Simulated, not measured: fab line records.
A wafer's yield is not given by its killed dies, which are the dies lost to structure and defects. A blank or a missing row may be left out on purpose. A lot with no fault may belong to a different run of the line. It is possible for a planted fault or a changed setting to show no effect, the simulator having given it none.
fab line records	flow n5Finfet
record lots=24	wafers=72	lastDay=18
route steps=1938 shown BEOL_M7@1296 BEOL_M8@1347
lots with no fault: from the same line, run without faults
startH: hours from the record's opening day to when the first of the lot's shown wafers began	waitH: time in hours since the lot's previous step	" same as the row above	L1.1+2: one row covering several wafers at once	- no value, or no start was given	* or withheld: withheld	< > ~ a bound
route shown NAME@n: NAME is a module with steps in the file, n the number in the route of the first one	usual: mean/standard deviation taken from wafers without a fault	same: alike in all rows	chamber/n: place in a boat	sites: each site's reading	_std_site: standard deviation across them	_edge_site: mean of outer sites minus mean of inner sites	radiusMm: how far each site lies from the wafer's centre	mask NAME#n: copy n	behind: the tool/chamber that last shaped the wafer	hold: why the lot was held/for how many hours/how that ended	device: the n, p or np transistor that did not switch	end of line: tests run on the same wafers once the route is complete	a step without rows: its recipe alone	killed: not the wafer's yield, but the dies lost to structure and defects at the first sort	map: dies across one wafer; x = killed, . = not, _ = none there
set.NAME: setting as actually run; set.NAME@STEP: the setting as run at that earlier step	model.NAME: the simulator's own value behind a step, which no gauge read
the route's steps for a sample of lots (tables are steps, rows are wafers)
services: when a tool's chamber went out of use (startH, in hours from the record's first day, below 0 if earlier), for how many hours, and the reason
## steps
# step N5_BEOL_M7_CD_MEAS_28
# recipe targetCdNm=40	landingEnergyEv=500	detector=seInlens
# usual cdNm=40.02/0.26
lot.wafer	tool	chamber	startH	waitH	cdNm
L074.4	cdSem-01	0	200.76	-	40.44
L074.5	"	0	"	"	40.28
L074.6	"	0	"	"	40.55
L076.2	cdSem-01	0	200.85	-	39.94
L076.3	"	0	"	"	39.98
L076.4	"	0	"	"	39.70
L075.3	cdSem-02	0	203.26	-	40.28
L075.4	"	0	"	"	40.01
L075.5	"	0	"	"	40.03
L077.3	cdSem-01	0	213.80	-	40.14
L077.4	"	0	"	"	40.07
L077.5	"	0	"	"	39.78
L078.1	cdSem-01	0	220.47	-	40.03
L078.2	"	0	"	"	39.58
L078.4	"	0	"	"	39.83
L080.1	cdSem-01	0	224.21	-	40.41
L080.2	"	0	"	"	40.59
L080.5	"	0	"	"	40.23
L079.1	cdSem-03	0	227.66	-	40.36
L079.3	"	0	"	"	39.92
L079.4	"	0	"	"	40.08
L081.2	cdSem-01	0	233.14	-	39.83
L081.3	"	0	"	"	40.00
L081.6	"	0	"	"	39.89
L082.1	cdSem-02	0	249.88	-	40.27
L082.4	"	0	"	"	39.88
L082.5	"	0	"	"	39.75
L083.3	cdSem-01	0	251.85	-	39.47
L083.5	"	0	"	"	39.72
L083.6	"	0	"	"	39.97
L084.3	cdSem-03	0	251.92	-	39.81
L084.4	"	0	"	"	40.25
L084.6	"	0	"	"	40.16
L085.1	cdSem-02	0	257.80	-	39.82
L085.3	"	0	"	"	40.09
L085.5	"	0	"	"	40.19
L086.1	cdSem-02	0	275.21	-	39.86
L086.2	"	0	"	"	39.57
L086.6	"	0	"	"	39.90
L087.1	cdSem-02	0	284.63	-	39.88
L087.5	"	0	"	"	40.29
L087.6	"	0	"	"	39.69
L089.3	cdSem-01	0	306.04	-	40.02
L089.5	"	0	"	"	40.07
L089.6	"	0	"	"	39.98
L088.1	cdSem-02	0	309.91	-	39.86
L088.2	"	0	"	"	40.10
L088.5	"	0	"	"	39.66
L091.2	cdSem-03	0	318.34	-	40.15
L091.3	"	0	"	"	40.02
L091.5	"	0	"	"	40.26
L090.1	cdSem-03	0	318.51	-	40.29
L090.4	"	0	"	"	40.34
L090.5	"	0	"	"	40.32
L093.1	cdSem-01	0	318.55	-	39.77
L093.2	"	0	"	"	40.16
L093.6	"	0	"	"	40.03
L092.1	cdSem-01	0	318.72	-	40.63
L092.4	"	0	"	"	40.21
L092.6	"	0	"	"	39.99
L094.3	cdSem-03	0	328.14	-	39.84
L094.4	"	0	"	"	39.66
L094.6	"	0	"	"	39.50
L095.1	cdSem-01	0	330.85	-	39.84
L095.5	"	0	"	"	39.91
L095.6	"	0	"	"	40.03
L097.3	cdSem-03	0	342.30	-	40.30
L097.4	"	0	"	"	40.13
L097.6	"	0	"	"	40.17
L096.1	cdSem-02	0	348.07	-	40.01
L096.2	"	0	"	"	40.09
L096.4	"	0	"	"	39.89
# step N5_BEOL_M7_OVL_MEAS_29
# recipe pointsPerWafer=522
# usual V6_OVL=-0.1/0.71
# same pointsPerWafer=522
lot.wafer	tool	chamber	startH	waitH	V6_OVL[nm]
L074.4	overlay-02	0	200.81	0.0	0.3
L074.5	"	0	"	"	-0.1
L074.6	"	0	"	"	0.7
L076.2	overlay-02	0	200.88	0.0	-0.9
L076.3	"	0	"	"	0.1
L076.4	"	0	"	"	-0.1
L075.3	overlay-02	0	203.30	0.0	0.1
L075.4	"	0	"	"	-0.8
L075.5	"	0	"	"	-0.5
L077.3	overlay-02	0	213.84	0.0	-0.5
L077.4	"	0	"	"	-0.4
L077.5	"	0	"	"	-0.5
L078.1	overlay-01	0	220.50	0.0	-0.7
L078.2	"	0	"	"	0.1
L078.4	"	0	"	"	0.3
L080.1	overlay-01	0	224.24	0.0	-1.0
L080.2	"	0	"	"	-1.0
L080.5	"	0	"	"	-0.5
L079.1	overlay-01	0	227.69	0.0	0.1
L079.3	"	0	"	"	0.1
L079.4	"	0	"	"	0.8
L081.2	overlay-01	0	233.17	0.0	-1.2
L081.3	"	0	"	"	-1.7
L081.6	"	0	"	"	-1.2
L082.1	overlay-01	0	249.91	0.0	-1.5
L082.4	"	0	"	"	-0.7
L082.5	"	0	"	"	-1.2
L083.3	overlay-01	0	251.89	0.0	-1.1
L083.5	"	0	"	"	-0.7
L083.6	"	0	"	"	-0.8
L084.3	overlay-02	0	251.96	0.0	0.1
L084.4	"	0	"	"	-0.1
L084.6	"	0	"	"	-0.4
L085.1	overlay-01	0	257.84	0.0	0.3
L085.3	"	0	"	"	0.3
L085.5	"	0	"	"	0.8
L086.1	overlay-01	0	275.24	0.0	-1.3
L086.2	"	0	"	"	0.9
L086.6	"	0	"	"	0.4
L087.1	overlay-01	0	284.66	0.0	-0.3
L087.5	"	0	"	"	0.1
L087.6	"	0	"	"	0.8
L089.3	overlay-02	0	306.08	0.0	-0.6
L089.5	"	0	"	"	0.0
L089.6	"	0	"	"	0.7
L088.1	overlay-02	0	309.94	0.0	0.0
L088.2	"	0	"	"	0.0
L088.5	"	0	"	"	-0.2
L091.2	overlay-01	0	318.38	0.0	-0.7
L091.3	"	0	"	"	-0.1
L091.5	"	0	"	"	0.0
L090.1	overlay-02	0	318.54	0.0	0.7
L090.4	"	0	"	"	-0.6
L090.5	"	0	"	"	-0.2
L093.1	overlay-01	0	318.58	0.0	0.1
L093.2	"	0	"	"	0.1
L093.6	"	0	"	"	-0.4
L092.1	overlay-01	0	318.75	0.0	1.5
L092.4	"	0	"	"	-0.6
L092.6	"	0	"	"	0.1
L094.3	overlay-02	0	328.18	0.0	1.0
L094.4	"	0	"	"	1.3
L094.6	"	0	"	"	-0.1
L095.1	overlay-01	0	330.88	0.0	0.0
L095.5	"	0	"	"	0.9
L095.6	"	0	"	"	0.2
L097.3	overlay-02	0	342.34	0.0	-0.1
L097.4	"	0	"	"	0.1
L097.6	"	0	"	"	-0.4
L096.1	overlay-02	0	348.10	0.0	0.3
L096.2	"	0	"	"	0.5
L096.4	"	0	"	"	0.7
# step N5_BEOL_M7_VIA_ETCH_34
# recipe chemistry=C4F6/O2	target=SiCOH_lowk	targetDepthA=1255	maskMaterial=SOC	taperDeg=4	timeS=50.5	ionEnergyEv=250	pressureMtorr=30	sourceW=345	biasW=185	Ar_flow_sccm=300	C4F6_flow_sccm=10	O2_flow_sccm=10
# usual C4F6_flow_sccm=10.00/0.03	O2_flow_sccm=10.001/0.028	biasW=185.0/0.52	drypumpMotorCurrentA=5.8/0.57	oesProductAu=0.76/0.094	rfVppV=657/15	showerheadPlenumPTorr=2.86/0.088	throttleValvePct=20.72/0.29
lot.wafer	tool	chamber	startH	waitH	C4F6_flow_sccm	O2_flow_sccm	biasW	drypumpMotorCurrentA	oesProductAu	rfHoursCounterH	rfVppV	showerheadPlenumPTorr	throttleValvePct
L074.4	rieDiel-04	2	201.06	0.0	10.00	10.014	184.2	4.9	0.72	205	649	2.90	20.65
L074.5	"	2	"	"	10.00	9.990	184.0	4.9	0.72	-	650	2.90	20.65
L074.6	"	3	"	"	10.04	10.018	185.2	5.9	0.67	-	653	2.69	20.85
L076.2	rieDiel-02	1	201.15	0.0	9.96	10.046	185.0	5.1	0.69	232	687	2.89	20.50
L076.3	"	2	"	"	10.01	10.026	185.0	6.4	0.73	191	635	2.73	20.91
L076.4	"	0	"	"	10.00	10.000	184.9	6.4	0.96	15	661	2.89	20.38
L075.3	rieDiel-06	0	203.56	0.0	10.03	9.991	185.2	5.9	0.71	202	683	2.93	21.05
L075.4	"	3	"	"	10.03	10.023	185.0	5.2	0.72	176	647	2.70	20.73
L075.5	"	3	"	"	10.04	10.026	184.4	5.2	0.72	-	649	2.70	20.72
L077.3	rieDiel-04	0	214.10	0.0	9.96	10.008	184.2	5.3	0.73	162	640	2.95	20.91
L077.4	"	2	"	"	9.98	10.038	185.0	4.9	0.72	210	649	2.90	20.66
L077.5	"	3	"	"	10.03	9.925	185.2	5.9	0.66	-	654	2.69	20.86
L078.1	rieDiel-02	3	220.93	0.0	10.00	9.968	185.6	6.4	0.69	202	645	2.84	20.99
L078.2	"	0	"	"	9.97	10.007	184.6	6.4	0.95	21	662	2.88	20.37
L078.4	"	1	"	"	9.98	10.004	185.8	5.1	0.69	238	689	2.88	20.50
L080.1	rieDiel-04	0	224.65	0.0	10.01	9.967	185.5	5.3	0.73	165	640	2.95	20.91
L080.2	"	3	"	"	10.02	9.997	184.4	5.9	0.67	246	652	2.69	20.86
L080.5	"	1	"	"	10.03	9.977	184.5	6.3	0.70	-	669	2.93	20.58
L079.1	rieDiel-02	1	228.12	0.0	9.99	10.000	184.9	5.1	0.70	239	689	2.88	20.50
L079.3	"	0	"	"	10.01	10.049	185.5	6.4	0.94	22	663	2.88	20.39
L079.4	"	3	"	"	9.98	9.989	184.7	6.5	0.69	203	647	2.84	20.97
L081.2	rieDiel-04	2	233.44	0.0	9.98	9.996	185.2	4.8	0.72	216	651	2.90	20.69
L081.3	"	1	"	"	10.01	10.004	185.6	6.2	0.71	215	670	2.93	20.59
L081.6	"	0	"	"	9.99	10.010	185.2	5.3	0.73	-	638	2.95	20.94
L082.1	rieDiel-06	2	250.18	0.0	10.01	10.010	184.7	6.2	0.86	50	647	2.80	21.10
L082.4	"	0	"	"	10.01	10.015	185.2	5.9	0.71	216	683	2.92	21.08
L082.5	"	0	"	"	9.99	9.992	185.7	5.9	0.70	-	684	2.92	21.10
L083.3	rieDiel-02	3	252.17	0.0	10.02	9.975	184.5	6.4	0.67	211	646	2.83	20.98
L083.5	"	0	"	"	10.06	10.044	184.2	6.4	0.91	-	662	2.88	20.39
L083.6	"	1	"	"	10.01	9.957	184.7	5.1	0.69	-	689	2.88	20.50
L084.3	rieDiel-04	0	252.27	0.0	10.02	9.985	185.0	5.3	0.73	175	639	2.95	20.94
L084.4	"	0	"	"	10.03	10.007	184.4	5.3	0.73	-	639	2.95	20.96
L084.6	"	2	"	"	10.00	9.969	185.3	4.9	0.72	-	651	2.89	20.69
L085.1	rieDiel-04	2	258.33	0.0	9.98	10.012	184.5	4.9	0.71	226	651	2.89	20.69
L085.3	"	1	"	"	9.99	10.001	184.4	6.3	0.69	224	669	2.93	20.59
L085.5	"	1	"	"	9.98	9.966	185.5	6.3	0.70	-	667	2.93	20.59
L086.1	rieDiel-04	1	275.51	0.0	10.03	10.015	185.9	6.3	0.69	229	670	2.92	20.61
L086.2	"	0	"	"	9.97	10.037	185.4	5.3	0.72	183	640	2.94	20.95
L086.6	"	2	"	"	9.99	10.045	184.9	4.9	0.71	-	649	2.89	20.71
L087.1	rieDiel-06	3	285.18	0.0	10.05	9.963	185.8	5.2	0.69	198	647	2.69	20.77
L087.5	"	0	"	"	10.02	9.992	185.6	5.9	0.70	-	683	2.92	21.09
L087.6	"	1	"	"	9.97	10.037	185.8	5.4	0.80	-	655	2.87	20.47
L089.3	rieDiel-06	2	306.61	0.0	9.94	10.017	185.2	6.2	0.83	67	647	2.79	21.14
L089.5	"	3	"	"	10.02	10.020	185.6	5.2	0.70	-	647	2.68	20.77
L089.6	"	2	"	"	9.99	10.001	184.3	6.2	0.84	-	646	2.79	21.13
L088.1	rieDiel-02	2	310.21	0.0	10.00	10.053	185.8	6.3	0.70	225	635	2.71	20.97
L088.2	"	3	"	"	10.00	10.008	185.1	6.5	0.68	229	644	2.83	21.02
L088.5	"	0	"	"	9.98	9.981	184.9	6.4	0.89	-	662	2.87	20.42
L091.2	rieDiel-02	2	318.64	0.0	10.02	9.976	185.5	6.3	0.70	227	635	2.71	20.96
L091.3	"	0	"	"	10.01	10.013	183.9	6.4	0.89	49	662	2.87	20.42
L091.5	"	1	"	"	9.97	10.047	184.8	5.0	0.94	-	684	2.88	20.05
L090.1	rieDiel-04	0	318.91	0.0	9.98	9.977	185.6	5.3	0.71	195	639	2.94	21.00
L090.4	"	3	"	"	9.97	9.980	185.3	5.9	0.93	15	665	3.01	20.53
L090.5	"	2	"	"	10.03	9.947	184.9	4.9	0.70	-	650	2.89	20.72
L093.1	rieDiel-06	1	319.04	0.0	10.02	10.037	186.1	5.4	0.78	98	656	2.87	20.50
L093.2	"	0	"	"	10.00	9.999	185.6	5.9	0.70	233	684	2.91	21.12
L093.6	"	2	"	"	10.01	10.017	184.9	6.2	0.85	-	647	2.79	21.16
L092.1	rieDiel-02	0	319.13	0.0	9.96	10.000	184.5	6.4	0.89	49	662	2.87	20.42
L092.4	"	3	"	"	9.98	9.983	185.0	6.5	0.68	231	646	2.82	21.03
L092.6	"	0	"	"	9.98	10.044	184.8	6.4	0.89	-	661	2.87	20.42
L094.3	rieDiel-06	2	328.44	0.0	9.95	10.012	185.3	6.1	0.83	72	647	2.79	21.14
L094.4	"	0	"	"	9.93	10.012	185.0	5.9	0.69	236	682	2.91	21.10
L094.6	"	0	"	"	9.93	9.980	184.3	5.9	0.69	-	681	2.91	21.11
L095.1	rieDiel-02	3	331.16	0.0	10.07	9.947	185.7	6.5	0.67	235	644	2.82	21.02
L095.5	"	1	"	"	9.96	9.974	184.2	5.1	0.93	-	683	2.87	20.07
L095.6	"	2	"	"	10.01	10.005	185.1	6.3	0.70	-	636	2.71	20.98
L097.3	rieDiel-02	2	342.60	0.0	10.05	9.986	185.4	6.4	0.69	235	636	2.71	20.98
L097.4	"	3	"	"	10.01	10.013	184.1	6.5	0.67	239	647	2.82	21.05
L097.6	"	0	"	"	10.05	10.042	184.7	6.5	0.87	-	662	2.87	20.44
L096.1	rieDiel-04	2	348.80	0.0	9.97	10.002	183.9	4.9	0.69	250	649	2.88	20.74
L096.2	"	1	"	"	10.05	9.999	184.9	6.3	0.67	249	667	2.91	20.62
L096.4	"	3	"	"	9.95	10.017	184.1	5.9	0.91	24	664	3.01	20.54
# step N5_BEOL_M7_STRIP_36
# recipe chemistry=N2/H2	powerW=450	tempC=40	pressureMtorr=20	rfFrequencyHz=6e+07	overashFraction=0.3	biasPowerW=7	h2Frac=0.5	n2FlowSccm=200	h2FlowSccm=200
# usual biasPowerW=6.998/0.022	drypumpMotorCurrentA=5.8/0.57	n2FlowSccm=200.0/0.6	oesProductAu=0.76/0.092	rfVppV=59.4/1.4	showerheadPlenumPTorr=2.56/0.086	throttleValvePct=23.4/0.41
lot.wafer	tool	chamber	startH	waitH	biasPowerW	drypumpMotorCurrentA	n2FlowSccm	oesProductAu	rfHoursCounterH	rfVppV	showerheadPlenumPTorr	throttleValvePct
L074.4	rieDiel-04	2	201.11	0.0	7.018	4.8	199.3	0.72	206	61.2	2.61	23.3
L074.5	"	2	"	"	7.028	4.9	200.5	0.71	-	60.1	2.62	23.3
L074.6	"	3	"	"	7.036	5.9	198.9	0.68	-	59.4	2.39	23.4
L076.2	rieDiel-02	1	201.20	0.0	6.964	5.1	199.3	0.70	232	61.2	2.60	23.4
L076.3	"	2	"	"	7.005	6.4	200.4	0.73	191	58.0	2.43	23.7
L076.4	"	0	"	"	7.011	6.4	199.6	0.95	15	61.7	2.59	22.8
L075.3	rieDiel-06	0	203.61	0.0	7.011	5.9	201.2	0.72	202	58.5	2.64	23.9
L075.4	"	3	"	"	6.985	5.2	200.3	0.71	176	58.3	2.44	24.2
L075.5	"	3	"	"	6.979	5.2	199.8	0.71	-	57.3	2.44	24.1
L077.3	rieDiel-04	0	214.15	0.0	6.992	5.3	200.1	0.73	162	58.6	2.65	23.6
L077.4	"	2	"	"	7.016	4.9	200.2	0.71	210	61.8	2.61	23.3
L077.5	"	3	"	"	7.010	5.9	200.2	0.68	-	58.4	2.39	23.4
L078.1	rieDiel-02	3	220.98	0.0	6.991	6.4	201.3	0.70	202	59.5	2.53	23.7
L078.2	"	0	"	"	7.054	6.5	200.5	0.95	21	59.3	2.58	22.8
L078.4	"	1	"	"	7.006	5.1	199.6	0.68	238	59.9	2.60	23.4
L080.1	rieDiel-04	0	224.70	0.0	6.980	5.3	200.0	0.74	165	59.1	2.65	23.5
L080.2	"	3	"	"	7.000	5.9	200.4	0.68	246	58.5	2.39	23.4
L080.5	"	1	"	"	6.965	6.2	200.5	0.70	-	61.0	2.64	23.5
L079.1	rieDiel-02	1	228.18	0.0	7.034	5.1	199.8	0.67	239	58.9	2.60	23.4
L079.3	"	0	"	"	6.984	6.4	200.0	0.93	22	57.1	2.58	22.8
L079.4	"	3	"	"	6.996	6.4	200.8	0.70	203	58.8	2.53	23.7
L081.2	rieDiel-04	2	233.49	0.0	6.988	4.9	200.3	0.71	216	59.7	2.61	23.3
L081.3	"	1	"	"	6.988	6.3	199.9	0.70	215	60.8	2.64	23.5
L081.6	"	0	"	"	7.001	5.3	200.5	0.73	-	57.5	2.65	23.6
L082.1	rieDiel-06	2	250.24	0.0	6.996	6.2	201.8	0.85	50	57.9	2.46	23.5
L082.4	"	0	"	"	7.014	5.9	200.4	0.72	216	60.0	2.64	23.9
L082.5	"	0	"	"	7.009	5.9	200.2	0.71	-	63.1	2.64	23.9
L083.3	rieDiel-02	3	252.22	0.0	6.987	6.5	200.6	0.69	211	61.7	2.53	23.7
L083.5	"	0	"	"	7.031	6.4	199.9	0.92	-	58.9	2.58	22.8
L083.6	"	1	"	"	6.978	5.1	199.3	0.68	-	59.2	2.60	23.4
L084.3	rieDiel-04	0	252.32	0.0	6.988	5.3	200.7	0.73	175	60.0	2.65	23.6
L084.4	"	0	"	"	6.998	5.3	200.5	0.73	-	60.0	2.64	23.6
L084.6	"	2	"	"	6.983	4.9	199.8	0.72	-	60.1	2.61	23.3
L085.1	rieDiel-04	2	258.38	0.0	6.988	4.9	199.8	0.71	226	57.1	2.61	23.3
L085.3	"	1	"	"	6.953	6.3	198.5	0.71	224	56.9	2.63	23.5
L085.5	"	1	"	"	7.010	6.3	199.5	0.71	-	59.8	2.63	23.5
L086.1	rieDiel-04	1	275.56	0.0	7.007	6.2	200.9	0.68	229	62.4	2.63	23.5
L086.2	"	0	"	"	7.015	5.3	200.2	0.72	183	58.2	2.64	23.6
L086.6	"	2	"	"	7.012	4.9	200.8	0.71	-	61.9	2.60	23.3
L087.1	rieDiel-06	3	285.23	0.0	6.988	5.2	200.5	0.69	198	60.6	2.43	24.2
L087.5	"	0	"	"	6.984	5.9	199.6	0.70	-	59.8	2.63	23.9
L087.6	"	1	"	"	7.014	5.4	200.0	0.80	-	56.8	2.54	22.7
L089.3	rieDiel-06	2	306.66	0.0	7.001	6.2	199.4	0.84	67	59.8	2.46	23.5
L089.5	"	3	"	"	7.026	5.2	199.9	0.69	-	59.7	2.42	24.2
L089.6	"	2	"	"	7.009	6.2	200.1	0.84	-	62.8	2.46	23.6
L088.1	rieDiel-02	2	310.26	0.0	7.016	6.3	199.6	0.70	225	57.4	2.41	23.8
L088.2	"	3	"	"	6.994	6.5	201.2	0.68	229	61.6	2.52	23.7
L088.5	"	0	"	"	6.973	6.4	199.5	0.88	-	60.3	2.57	22.9
L091.2	rieDiel-02	2	318.69	0.0	7.015	6.4	199.8	0.71	227	60.5	2.41	23.8
L091.3	"	0	"	"	7.067	6.4	200.2	0.88	49	59.9	2.57	22.8
L091.5	"	1	"	"	7.001	5.1	201.1	0.95	-	59.6	2.59	22.9
L090.1	rieDiel-04	0	318.96	0.0	7.048	5.3	200.0	0.70	195	62.7	2.64	23.6
L090.4	"	3	"	"	6.979	5.9	200.4	0.94	15	59.7	2.70	23.1
L090.5	"	2	"	"	7.011	4.9	198.5	0.69	-	59.5	2.60	23.3
L093.1	rieDiel-06	1	319.09	0.0	6.975	5.4	199.8	0.79	98	58.5	2.54	22.7
L093.2	"	0	"	"	7.017	5.9	200.3	0.71	233	57.2	2.63	23.9
L093.6	"	2	"	"	6.994	6.2	200.0	0.83	-	57.9	2.46	23.5
L092.1	rieDiel-02	0	319.18	0.0	6.981	6.4	200.2	0.89	49	58.5	2.57	22.8
L092.4	"	3	"	"	6.986	6.4	199.9	0.69	231	57.9	2.52	23.7
L092.6	"	0	"	"	6.994	6.4	200.2	0.89	-	59.9	2.57	22.8
L094.3	rieDiel-06	2	328.50	0.0	6.999	6.2	199.5	0.83	72	60.4	2.46	23.5
L094.4	"	0	"	"	6.949	5.9	199.9	0.71	236	58.0	2.63	23.9
L094.6	"	0	"	"	6.985	5.9	199.4	0.70	-	60.1	2.63	23.9
L095.1	rieDiel-02	3	331.21	0.0	7.014	6.5	199.9	0.69	235	59.1	2.52	23.7
L095.5	"	1	"	"	7.002	5.1	200.3	0.94	-	59.7	2.59	22.8
L095.6	"	2	"	"	6.973	6.3	199.3	0.71	-	59.4	2.41	23.8
L097.3	rieDiel-02	2	343.46	0.8	6.981	6.4	200.0	0.70	235	57.6	2.41	23.8
L097.4	"	3	"	"	7.016	6.5	200.4	0.69	239	57.6	2.52	23.7
L097.6	"	0	"	"	6.952	6.4	200.5	0.86	-	61.4	2.57	22.8
L096.1	rieDiel-04	2	348.85	0.0	6.987	4.9	200.9	0.68	250	59.5	2.60	23.3
L096.2	"	1	"	"	7.002	6.2	198.4	0.67	249	59.9	2.62	23.6
L096.4	"	3	"	"	6.986	5.9	199.7	0.92	24	61.4	2.69	23.1
# step N5_BEOL_M7_INSPECT_58
# recipe inspectInstrument=darkfield	mode=postDep
# usual rawDefectCount=70/23
lot.wafer	tool	chamber	startH	waitH	rawDefectCount
L076.2	defectInspect-01	-	205.29	0.0	91
L076.3	"	-	"	"	66
L076.4	"	-	"	"	88
L074.4	defectInspect-01	-	205.87	0.0	104
L074.5	"	-	"	"	49
L074.6	"	-	"	"	71
L075.3	defectInspect-02	-	206.16	0.0	44
L075.4	"	-	"	"	71
L075.5	"	-	"	"	52
L077.3	defectInspect-02	-	218.25	0.0	39
L077.4	"	-	"	"	69
L077.5	"	-	"	"	52
L078.1	defectInspect-01	-	224.10	0.0	58
L078.2	"	-	"	"	29
L078.4	"	-	"	"	84
L080.1	defectInspect-01	-	227.61	0.0	41
L080.2	"	-	"	"	57
L080.5	"	-	"	"	123
L079.1	defectInspect-02	-	230.69	0.0	52
L079.3	"	-	"	"	47
L079.4	"	-	"	"	73
L081.2	defectInspect-02	-	238.02	0.0	78
L081.3	"	-	"	"	61
L081.6	"	-	"	"	71
L082.1	defectInspect-02	-	252.92	0.0	82
L082.4	"	-	"	"	105
L082.5	"	-	"	"	80
L083.3	defectInspect-01	-	254.70	0.0	88
L083.5	"	-	"	"	43
L083.6	"	-	"	"	49
L084.3	defectInspect-02	-	255.24	0.0	79
L084.4	"	-	"	"	95
L084.6	"	-	"	"	79
L085.1	defectInspect-02	-	260.66	0.0	80
L085.3	"	-	"	"	68
L085.5	"	-	"	"	55
L086.1	defectInspect-01	-	282.15	0.0	81
L086.2	"	-	"	"	70
L086.6	"	-	"	"	125
L087.1	defectInspect-02	-	290.57	0.0	47
L087.5	"	-	"	"	66
L087.6	"	-	"	"	48
L089.3	defectInspect-02	-	312.73	0.0	78
L089.5	"	-	"	"	85
L089.6	"	-	"	"	79
L088.1	defectInspect-02	-	313.79	0.0	67
L088.2	"	-	"	"	55
L088.5	"	-	"	"	115
L091.2	defectInspect-02	-	321.87	0.0	76
L091.3	"	-	"	"	54
L091.5	"	-	"	"	88
L090.1	defectInspect-02	-	321.96	0.0	93
L090.4	"	-	"	"	104
L090.5	"	-	"	"	131
L093.1	defectInspect-02	-	322.43	0.0	78
L093.2	"	-	"	"	108
L093.6	"	-	"	"	79
L092.1	defectInspect-01	-	322.70	0.0	105
L092.4	"	-	"	"	46
L092.6	"	-	"	"	89
L094.3	defectInspect-02	-	331.64	0.0	38
L094.4	"	-	"	"	51
L094.6	"	-	"	"	85
L095.1	defectInspect-02	-	337.50	0.0	63
L095.5	"	-	"	"	63
L095.6	"	-	"	"	40
L097.3	defectInspect-02	-	346.42	0.0	44
L097.4	"	-	"	"	42
L097.6	"	-	"	"	38
L096.1	defectInspect-01	-	352.15	0.0	46
L096.2	"	-	"	"	46
L096.4	"	-	"	"	68
# step N5_BEOL_M8_INSPECT_13
# recipe mode=adi	inspectInstrument=brightfield
# usual rawDefectCount=384/90
lot.wafer	tool	chamber	startH	waitH	rawDefectCount
L076.2	defectInspect-01	-	206.59	0.0	386
L076.3	"	-	"	"	305
L076.4	"	-	"	"	307
L074.4	defectInspect-02	-	208.57	0.0	487
L074.5	"	-	"	"	559
L074.6	"	-	"	"	465
L075.3	defectInspect-01	-	208.77	0.0	274
L075.4	"	-	"	"	307
L075.5	"	-	"	"	318
L077.3	defectInspect-01	-	221.45	0.0	379
L077.4	"	-	"	"	254
L077.5	"	-	"	"	397
L078.1	defectInspect-01	-	226.57	0.0	374
L078.2	"	-	"	"	616
L078.4	"	-	"	"	529
L080.1	defectInspect-01	-	229.28	0.0	214
L080.2	"	-	"	"	290
L080.5	"	-	"	"	397
L079.1	defectInspect-02	-	232.52	0.0	374
L079.3	"	-	"	"	309
L079.4	"	-	"	"	531
L081.2	defectInspect-02	-	240.57	0.0	329
L081.3	"	-	"	"	357
L081.6	"	-	"	"	303
L082.1	defectInspect-01	-	254.56	0.0	409
L082.4	"	-	"	"	508
L082.5	"	-	"	"	286
L083.3	defectInspect-01	-	256.42	0.0	421
L083.5	"	-	"	"	370
L083.6	"	-	"	"	263
L084.3	defectInspect-02	-	256.62	0.0	485
L084.4	"	-	"	"	469
L084.6	"	-	"	"	392
L085.1	defectInspect-02	-	264.14	0.0	370
L085.3	"	-	"	"	420
L085.5	"	-	"	"	346
L086.1	defectInspect-02	-	284.60	0.0	472
L086.2	"	-	"	"	419
L086.6	"	-	"	"	494
L087.1	defectInspect-01	-	293.43	0.0	298
L087.5	"	-	"	"	333
L087.6	"	-	"	"	338
L089.3	defectInspect-01	-	314.49	0.0	275
L089.5	"	-	"	"	270
L089.6	"	-	"	"	275
L088.1	defectInspect-01	-	315.42	0.0	411
L088.2	"	-	"	"	423
L088.5	"	-	"	"	418
L091.2	defectInspect-01	-	325.40	0.0	318
L091.3	"	-	"	"	303
L091.5	"	-	"	"	466
L090.1	defectInspect-01	-	325.56	0.0	635
L090.4	"	-	"	"	478
L090.5	"	-	"	"	505
L093.1	defectInspect-01	-	325.80	0.0	407
L093.2	"	-	"	"	392
L093.6	"	-	"	"	600
L092.1	defectInspect-01	-	325.96	0.0	458
L092.4	"	-	"	"	471
L092.6	"	-	"	"	654
L094.3	defectInspect-01	-	336.87	0.0	337
L094.4	"	-	"	"	271
L094.6	"	-	"	"	298
L095.1	defectInspect-01	-	338.89	0.0	274
L095.5	"	-	"	"	424
L095.6	"	-	"	"	351
L097.3	defectInspect-01	-	349.25	0.0	367
L097.4	"	-	"	"	272
L097.6	"	-	"	"	416
L096.1	defectInspect-01	-	353.50	0.0	401
L096.2	"	-	"	"	349
L096.4	"	-	"	"	412
## services
tool	chamber	startH	hours	kind
rieDiel-04	3	180.80	1.6	repair
rieDiel-02	1	222.31	5.3	repair
rieDiel-04	3	237.79	-	clean
rieDiel-04	3	237.79	-	consumableReplace:focusRing
rieDiel-04	3	237.79	-	consumableReplace:showerhead
rieDiel-04	3	237.79	23.2	scheduledDown
rieDiel-04	3	237.79	23.2	ventCycle
rieDiel-02	1	267.30	-	clean
rieDiel-02	1	267.30	-	consumableReplace:esc
rieDiel-02	1	267.30	-	consumableReplace:focusRing
rieDiel-02	1	267.30	22.7	scheduledDown
rieDiel-02	1	267.30	22.7	ventCycle
## key
fault none
